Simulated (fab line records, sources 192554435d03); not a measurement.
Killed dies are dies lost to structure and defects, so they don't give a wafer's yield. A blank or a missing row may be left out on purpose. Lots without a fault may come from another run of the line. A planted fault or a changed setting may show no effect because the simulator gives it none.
fab line records | flow n5_finfet
record lots=11 wafers=28 last_day=18
route steps=1938 shown BEOL_M3@1019 BEOL_M4@1037 PASSIVATION@1936
lots that met no fault: from a run of the same line without faults
start_h: hours from the record's first day to the start of the lot's first wafer shown | wait_h: hours since the lot's step before | " the same as in the row above | L1.1+2: a row that stands for several wafers | - no value, or no start given | * or withheld: withheld | < > ~ a bound
route shown NAME@n: a module of which the file shows steps, and the number in the route of the first | usual: mean/standard deviation of fault-free wafers | same: alike in all rows | chamber/n: place in a boat | sites: the reading at each site | _std_site: their standard deviation | _edge_site: outer sites' mean less inner sites' | radius_mm: how far each site lies from the wafer's centre | mask NAME#n: copy n | behind: the tool/chamber that last shaped the wafer | hold: why the lot was held/for how many hours/how that ended | device: the transistor (n, p or np) that didn't switch | end of line: the same wafers' tests at the end of the route | a step without rows: its recipe alone | killed: dies lost to structure and defects at the first sort, not the wafer's yield | map: a wafer's dies, x killed, . not, _ none there
set.NAME: the setting as run; set.NAME@STEP: as run at that earlier step | model.NAME: the simulator's own value behind a step, which no gauge read
steps of the route over a sample of lots; a table a step, a row a wafer
services: from which hour (start_h, from the record's first day; less than 0 if before it) a tool's chamber was out of use, for how many hours, and why
## steps
# step N5_BEOL_M3_RS_MEAS_58
# recipe thk_meas_gauge=four-point-probe reads=Co_of_BEOL_M3_CO_CAP_55+Cu_of_BEOL_M3_ECD_50+Co_of_BEOL_M3_CVD_47+TaN_of_BEOL_M3_ALD_84
# usual M3_RS=0.69/0.036
# columns lot.wafer tool chamber start_h wait_h M3_RS[ohm/sq]
L190.1 film_metro-01 - 157.03 0.0 0.73
L190.4 " - " " 0.74
L190.6 " - " " 0.78
L192.2 film_metro-01 - 169.97 0.1 0.75
L192.4 " - " " 0.69
L192.5 " - " " 0.63
L193.2 film_metro-02 - 187.22 0.1 0.67
L193.5 " - " " 0.63
L193.6 " - " " 0.66
L197.2 film_metro-02 - 205.51 0.1 0.71
L197.3 " - " " 0.66
L201.1 film_metro-02 - 224.61 0.0 0.64
L201.2 " - " " 0.68
L201.4 " - " " 0.68
L200.4 film_metro-01 - 226.73 0.0 0.66
L200.6 " - " " 0.70
L204.2 film_metro-02 - 243.92 0.1 0.64
L204.3 " - " " 0.71
L208.1 film_metro-01 - 273.86 0.0 0.78
L208.6 " - " " 0.77
L210.2 film_metro-01 - 289.77 0.1 0.70
L210.3 " - " " 0.77
L210.6 " - " " 0.67
L211.1 film_metro-02 - 292.56 0.0 0.67
L211.4 " - " " 0.66
L211.6 " - " " 0.72
L212.1 film_metro-01 - 308.60 0.0 0.76
L212.4 " - " " 0.73
# step N5_BEOL_M4_DESCUM_16
# recipe chemistry=O2 time_s=7 source_power_w=50 bias_power_w=20 pressure_mtorr=20 rf_frequency_hz=2.712e+07 temp_c=40 resist=CAR-EUV o2_flow_sccm=225
# usual drypump_motor_current_A=5.5/0.49 o2_flow_sccm=225.1/0.67 oes_product_au=0.81/0.09 rf_fwd_power_W=49.46/0.2 rf_vpp_V=242.9/1.3 showerhead_plenum_p_Torr=2.08/0.064 throttle_valve_pct=20.40/0.27
# columns lot.wafer tool chamber start_h wait_h drypump_motor_current_A o2_flow_sccm oes_product_au rf_fwd_power_W rf_hours_counter_h rf_vpp_V showerhead_plenum_p_Torr throttle_valve_pct
L190.1 rie_diel-02 2 158.25 0.0 5.1 226.0 0.85 49.72 51 242.8 2.05 20.31
L190.4 " 0 " " 5.1 224.5 0.70 49.44 210 241.7 1.97 20.82
L190.6 " 3 " " 5.3 225.2 0.93 49.49 - 243.2 2.23 20.28
L192.2 rie_diel-04 2 171.56 0.0 5.0 224.4 0.98 49.54 4 241.9 2.07 20.29
L192.4 " 0 " " 5.0 225.6 0.68 49.42 - 241.9 2.04 20.53
L192.5 " 1 " " 6.0 226.2 0.74 49.19 - 244.9 2.17 20.81
L193.2 rie_diel-03 3 191.86 0.0 5.2 226.1 0.73 49.77 154 244.5 2.16 20.28
L193.5 " 1 " " 5.3 225.1 0.81 49.38 - 240.8 2.05 20.29
L193.6 " 3 " " 5.2 225.1 0.73 49.79 - 244.0 2.16 20.30
L197.2 rie_diel-03 2 207.67 0.0 5.9 225.0 0.70 49.61 234 243.0 2.08 20.52
L197.3 " 3 " " 5.1 224.7 0.72 49.57 159 244.2 2.16 20.30
L201.1 rie_diel-02 3 226.48 0.1 5.3 225.3 0.89 49.76 47 245.0 2.22 20.33
L201.2 " 2 " " 5.2 225.0 0.82 49.42 78 242.7 2.04 20.35
L201.4 " 0 " " 5.1 224.9 0.69 49.73 236 241.6 1.96 20.84
L200.4 rie_diel-03 1 229.13 0.0 5.3 226.2 0.79 49.41 92 242.5 2.05 20.29
L200.6 " 0 " " 6.1 225.5 0.86 49.55 - 241.9 2.05 20.75
L204.2 rie_diel-04 2 245.82 0.0 5.1 224.0 0.89 49.68 36 243.7 2.06 20.35
L204.3 " 1 " " 6.0 225.8 0.71 49.46 226 244.5 2.15 20.88
L208.1 rie_diel-04 2 274.93 0.0 5.1 225.5 0.87 49.50 49 240.9 2.05 20.37
L208.6 " 3 " " 6.1 225.0 0.86 49.15 - 241.5 2.05 20.15
L210.2 rie_diel-04 0 291.89 0.0 5.0 225.2 0.90 49.50 23 243.6 2.03 20.20
L210.3 " 3 " " 6.2 226.1 0.85 49.26 45 243.0 2.04 20.14
L210.6 " 3 " " 6.2 225.3 0.85 49.43 - 242.5 2.04 20.16
L211.1 rie_diel-02 0 295.23 0.0 5.1 225.2 0.96 49.63 2 244.9 2.22 20.41
L211.4 " 2 " " 5.1 224.6 0.80 49.64 104 242.8 2.03 20.39
L211.6 " 0 " " 5.1 225.2 0.95 49.63 - 246.0 2.22 20.40
L212.1 rie_diel-04 2 310.25 0.5 5.1 224.8 0.85 49.59 63 241.1 2.05 20.40
L212.4 " 0 " " 5.0 225.4 0.89 49.47 - 240.4 2.03 20.22
# step N5_BEOL_M4_OVL_MEAS_29
# recipe points_per_wafer=522
# usual V3_OVL=-0.2/0.65
# columns lot.wafer tool chamber start_h wait_h V3_OVL[nm]
L190.1 overlay-02 0 159.03 0.0 0.1
L190.4 " 0 " " 0.7
L190.6 " 0 " " 0.4
L192.2 overlay-02 0 172.48 0.0 0.2
L192.4 " 0 " " -0.1
L192.5 " 0 " " -0.3
L193.2 overlay-01 0 193.34 0.0 -0.7
L193.5 " 0 " " -1.4
L193.6 " 0 " " -0.1
L197.2 overlay-01 0 208.60 0.0 -0.4
L197.3 " 0 " " -1.1
L201.1 overlay-02 0 227.42 0.0 -0.6
L201.2 " 0 " " -0.5
L201.4 " 0 " " 0.0
L200.4 overlay-02 0 230.06 0.0 -1.2
L200.6 " 0 " " -1.2
L204.2 overlay-02 0 246.60 0.0 -0.3
L204.3 " 0 " " 0.0
L208.1 overlay-01 0 275.84 0.0 -1.5
L208.6 " 0 " " -0.1
L210.2 overlay-02 0 292.72 0.0 -0.9
L210.3 " 0 " " -0.7
L210.6 " 0 " " -1.0
L211.1 overlay-02 0 296.24 0.0 -0.3
L211.4 " 0 " " -1.1
L211.6 " 0 " " -0.4
L212.1 overlay-01 0 311.08 0.0 0.4
L212.4 " 0 " " 0.1
# step N5_BEOL_M4_ALD_98
# recipe material=SiO2 target_thk_a=25 temp_c=100 ald_precursor_family=BDEAS ald_co_reactant=O2-plasma pulse_time_s=1 co_reactant_pulse_time_s=1 purge_time_s=2 co_reactant_purge_time_s=2 ald_cycles=17 pressure_torr=2
# usual ald_cycles=17/0 heater_power_w=80/9.4 precursor_pulse_height_rel=0.999/0.02
# columns lot.wafer tool chamber start_h wait_h ald_cycles heater_power_w precursor_pulse_height_rel
L190.1 ald_sin-04 2 159.67 0.5 17 89 0.990
L190.4 " 2 " " 17 86 1.030
L190.6 " 3 " " 17 70 0.966
L192.2 ald_sin-04 1 172.70 0.1 17 75 1.017
L192.4 " 3 " " 17 70 0.987
L192.5 " 2 " " 17 86 1.031
L193.2 ald_sin-02 3 194.10 0.3 17 77 1.006
L193.5 " 1 " " 17 88 1.036
L193.6 " 2 " " 17 69 0.997
L197.2 ald_sin-01 2 208.86 0.1 17 99 1.019
L197.3 " 0 " " 17 80 0.966
L201.1 ald_sin-04 3 227.67 0.1 17 72 1.009
L201.2 " 1 " " 17 75 1.019
L201.4 " 2 " " 17 88 0.994
L200.4 ald_sin-02 0 230.29 0.1 17 65 0.993
L200.6 " 2 " " 17 70 0.981
L204.2 ald_sin-02 1 246.82 0.1 17 87 0.987
L204.3 " 3 " " 13 79 0.994
L208.1 ald_sin-02 3 277.06 1.1 17 79 1.028
L208.6 " 3 " " 13 79 1.019
L210.2 ald_sin-04 0 292.94 0.1 17 86 1.004
L210.3 " 1 " " 17 73 1.044
L210.6 " 2 " " 17 91 1.013
L211.1 ald_sin-04 0 296.47 0.1 17 87 0.981
L211.4 " 2 " " 17 94 0.992
L211.6 " 0 " " 17 85 0.986
L212.1 ald_sin-01 0 311.63 0.2 17 77 1.020
L212.4 " 1 " " 17 85 0.991
# step N5_BEOL_M4_RC_MEAS_101
# usual DIBL_N=35.8/1.5 DIBL_P=35.9/1.8 IOFF_N=0.152/0.025 IOFF_P=0.21/0.031 ION_N=672/11 ION_P=462/7.4 SS_N=71.5/0.52 SS_P=73.2/0.54 VT_N=250/3 VT_P=-250/3.3
# columns lot.wafer tool chamber start_h wait_h DIBL_N[mV/V] DIBL_P[mV/V] IOFF_N[nA/um] IOFF_P[nA/um] ION_N[uA/um] ION_P[uA/um] SS_N[mV/dec] SS_P[mV/dec] VT_N[mV] VT_P[mV]
L190.1 prober-01 0 166.18 0.0 35.7 36.5 0.146 0.19 670 454 72.9 72.9 251 -253
L190.4 " 0 " " 38.0 38.4 0.192 0.21 672 457 73.0 73.7 250 -249
L190.6 " 0 " " 37.1 37.1 0.176 0.20 682 455 72.7 73.0 251 -249
L192.2 prober-01 0 178.69 0.2 34.4 31.2 0.096 0.13 655 449 70.5 72.3 261 -260
L192.4 " 0 " " 37.0 34.5 0.137 0.18 672 458 71.1 73.2 253 -254
L192.5 " 0 " " 36.8 34.3 0.137 0.18 669 458 71.2 73.1 251 -255
L193.2 prober-01 0 199.76 0.2 33.9 34.8 0.122 0.16 670 457 70.9 72.9 250 -254
L193.5 " 0 " " 34.9 35.9 0.143 0.17 674 452 70.7 73.0 251 -252
L193.6 " 0 " " 34.1 35.4 0.125 0.16 665 459 71.5 72.6 251 -256
L197.2 prober-02 0 215.76 0.2 34.6 34.5 0.115 0.15 652 449 71.6 72.3 256 -255
L197.3 " 0 " " 36.3 36.1 0.146 0.18 669 463 71.1 72.7 252 -253
L201.1 prober-01 0 236.76 0.0 37.1 37.8 0.177 0.23 667 458 71.3 74.7 248 -248
L201.2 " 0 " " 34.2 34.8 0.128 0.18 677 467 71.8 73.7 252 -250
L201.4 " 0 " " 35.5 36.5 0.145 0.20 672 459 71.3 74.1 251 -253
L200.4 prober-02 0 240.38 0.5 36.5 35.2 0.167 0.21 681 466 72.1 72.9 251 -246
L200.6 " 0 " " 35.9 34.6 0.151 0.20 670 462 70.9 73.4 250 -248
L204.2 prober-02 0 261.79 0.2 38.9 40.1 0.205 0.27 687 475 72.3 74.0 245 -247
L204.3 " 0 " " 35.4 35.7 0.134 0.20 658 456 71.5 72.7 250 -251
L208.1 prober-02 0 285.84 0.0 36.3 38.6 0.179 0.24 677 463 71.6 73.8 247 -249
L208.6 " 0 " " 35.3 37.1 0.159 0.22 683 462 71.4 73.4 251 -249
L210.2 prober-02 0 300.52 0.2 33.7 34.6 0.135 0.20 662 465 71.3 72.6 251 -249
L210.3 " 0 " " 33.9 34.2 0.133 0.19 664 455 71.8 73.0 253 -251
L210.6 " 0 " " 34.5 34.7 0.145 0.20 653 455 71.4 73.2 254 -252
L211.1 prober-01 0 303.34 0.0 36.0 35.4 0.146 0.22 676 467 71.5 73.1 251 -249
L211.4 " 0 " " 35.9 35.9 0.154 0.23 678 466 71.8 73.0 246 -248
L211.6 " 0 " " 35.4 35.1 0.144 0.21 693 468 71.3 72.4 251 -248
L212.1 prober-02 0 321.00 0.0 35.6 35.7 0.151 0.21 666 465 71.9 73.4 251 -251
L212.4 " 0 " " 35.0 34.9 0.137 0.19 675 472 71.3 72.8 256 -253
# step N5_PASSIVATION_PROBE_49
# usual defect_limited_yield=91.7/1.7 killed_at_M0_to_M3=34/10 killed_at_M4_up=13/5.1 killed_at_contacts=12/6.2 killed_at_front_end=36/12 killed_at_other=3.2/2.6 killed_dies=98/20 killed_on_rim=13/4.5 killed_open=65/13 killed_short=32/8.4 sort_bin_5_function=4.8/1.1 sort_bin_6_memory=3.2/0.74 sort_bin_8_speed=0.00/0.012 sort_n_pass=1082/20 sort_yield_pct=91.7/1.7
# same gross_dies=1180 killed_at_back_side=0 sort_bin_4_leakage[%]=0
# columns lot.wafer tool chamber start_h wait_h defect_limited_yield[%] killed_at_M0_to_M3 killed_at_M4_up killed_at_contacts killed_at_front_end killed_at_other killed_dies killed_on_rim killed_open killed_short sort_bin_5_function[%] sort_bin_6_memory[%] sort_bin_8_speed[%] sort_n_pass sort_yield_pct[%]
L208.6 prober-02 - 382.15 0.3 90.6 28 16 13 54 0 111 14 71 40 5.7 2.9 0 1069 90.6
# killed by level:class
L208.6 FIN_SAQP:geometric_particle:open=15 STI_FIN_REVEAL:geometric_particle:open=9 MOL_CONTACT_COAG:geometric_particle:open=9 BEOL_M1:geometric_particle:open=8 FIN_SAQP:geometric_particle:short=7 BEOL_M4:geometric_particle:open=6 BEOL_M3:geometric_particle:open=5 DUMMY_GATE:geometric_particle:short=5
## services
# columns tool chamber start_h hours kind
rie_diel-04 2 139.87 - clean
rie_diel-04 2 139.87 - consumable_replace:focus_ring
rie_diel-04 2 139.87 23.9 scheduled_down
rie_diel-04 2 139.87 23.9 vent_cycle
ald_sin-01 3 141.04 5.9 repair
rie_diel-04 3 163.89 - clean
ald_sin-02 2 202.57 4.8 repair
rie_diel-03 1 204.96 8.0 repair
ald_sin-04 2 218.00 5.9 repair
ald_sin-02 2 219.17 9.0 repair
rie_diel-03 0 222.41 3.9 repair
rie_diel-04 0 244.97 22.3 repair
ald_sin-02 - 256.16 1.2 repair
ald_sin-04 - 268.25 14.0 pm
ald_sin-04 0 268.25 14.0 vent_cycle
ald_sin-04 1 268.25 14.0 vent_cycle
ald_sin-04 2 268.25 14.0 vent_cycle
ald_sin-04 3 268.25 14.0 vent_cycle
rie_diel-02 3 277.74 6.1 repair
ald_sin-04 0 282.25 - clean
ald_sin-04 1 282.25 - clean
ald_sin-04 2 282.25 - clean
ald_sin-04 3 282.25 - clean
rie_diel-02 - 307.01 4.3 pm
## key
first_sign step=N5_BEOL_M4_ALD_98 reading=ald_cycles direction=down sigmas=99+ usual=* struck=*
effect none on later readings
met_at N5_BEOL_M4_ALD_98
struck_lots L204,L208
struck_wafers L204.3,L208.6
not_acting_at N5_BEOL_M3_RS_MEAS_58,N5_BEOL_M4_DESCUM_16,N5_BEOL_M4_OVL_MEAS_29
onset_between 230.29 246.82
fault kind=process_parameter_drift tool=ald_sin-02 chamber=- onset_h=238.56 steps=N5_BEOL_M4_ALD_98 channel=ald_cycles offset=* shape=step end_h=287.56 scope=struck_wafers_only acts_in=* stated=*
